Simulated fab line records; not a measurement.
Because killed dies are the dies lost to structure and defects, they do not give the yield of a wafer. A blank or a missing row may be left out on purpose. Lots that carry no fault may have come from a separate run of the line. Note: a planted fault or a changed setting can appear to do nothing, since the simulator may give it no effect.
Chamber matching ; flow nandHarc ; NHARC_A_CONTACT_ALD_18 on aldMetal-01: 4 sister chambers
The step deposits TiN, target thk 3 nm, pulse time 1 s, ald cycles 150. 14 wafers are shown with their chamber, then 7 later ones without.

WAFERS PAIRED WITH THEIR CHAMBERS
wafer;chamber;heaterPowerW (W);susceptorTempC (C);precursorPulseHeightRel
L075.2;2;1031;450.09;0.987
L075.4;0;1081;450.18;1.020
L075.5;0;1126;450.08;1.010
L078.1;1;1071;450.10;0.983
L078.3;2;1035;450.13;0.958
L078.5;3;1278;450.17;0.988
L082.2;2;1079;449.74;1.015
L082.3;0;1118;450.01;0.954
L082.5;0;1113;450.16;1.006
L081.2;3;1273;449.89;0.998
L081.3;2;1048;450.09;1.026
L081.5;1;1049;450.18;1.028
L088.1;2;1045;449.89;0.972
L088.2;1;1072;450.15;0.967

SIGNATURES (averages over the wafers above)
reading;chamber 0;chamber 1;chamber 2;chamber 3;scatter within a chamber
heaterPowerW;1109.50;1064.00;1047.60;1275.50;17.2
susceptorTempC;450.1075;450.1433;449.9880;450.0300;0.131
precursorPulseHeightRel;0.99750;0.99267;0.99160;0.99300;0.0282
Rule: a wafer's distance from a chamber is the root of the sum, over the readings, of the square of ((its reading less the chamber's mean) divided by the reading's scatter). The wafer belongs to the nearest chamber; if the next one is less than 2 further off, it can't be placed. The scatter: take each reading less its chamber's mean, square it, sum over the shown wafers, divide by the number of wafers less the number of chambers, and take the root.

WAFERS WITHOUT THEIR CHAMBER
wafer;heaterPowerW (W);susceptorTempC (C);precursorPulseHeightRel
L088.4;1109;449.91;1.027
L092.1;997;450.19;1.034
L092.3;1101;450.35;1.002
L092.5;1004;450.09;0.996
L097.3;1025;449.75;1.017
L097.4;929;449.93;0.995
L097.6;1279;449.88;1.001

CHAMBER TAKEN BY EACH
wafer;from the rows above;in truth
L088.4;can't be placed: 0 or 1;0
L092.1;can't be placed: 2 or 1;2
L092.3;can't be placed: 0 or 1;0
L092.5;can't be placed: 2 or 1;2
L097.3;can't be placed: 2 or 1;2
L097.4;can't be placed: 2 or 1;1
L097.6;3;3
Correct placement for 1 of the 7. These rows do not allow placing 6 (true chamber among the candidates in 6). Placed wrongly: 0.
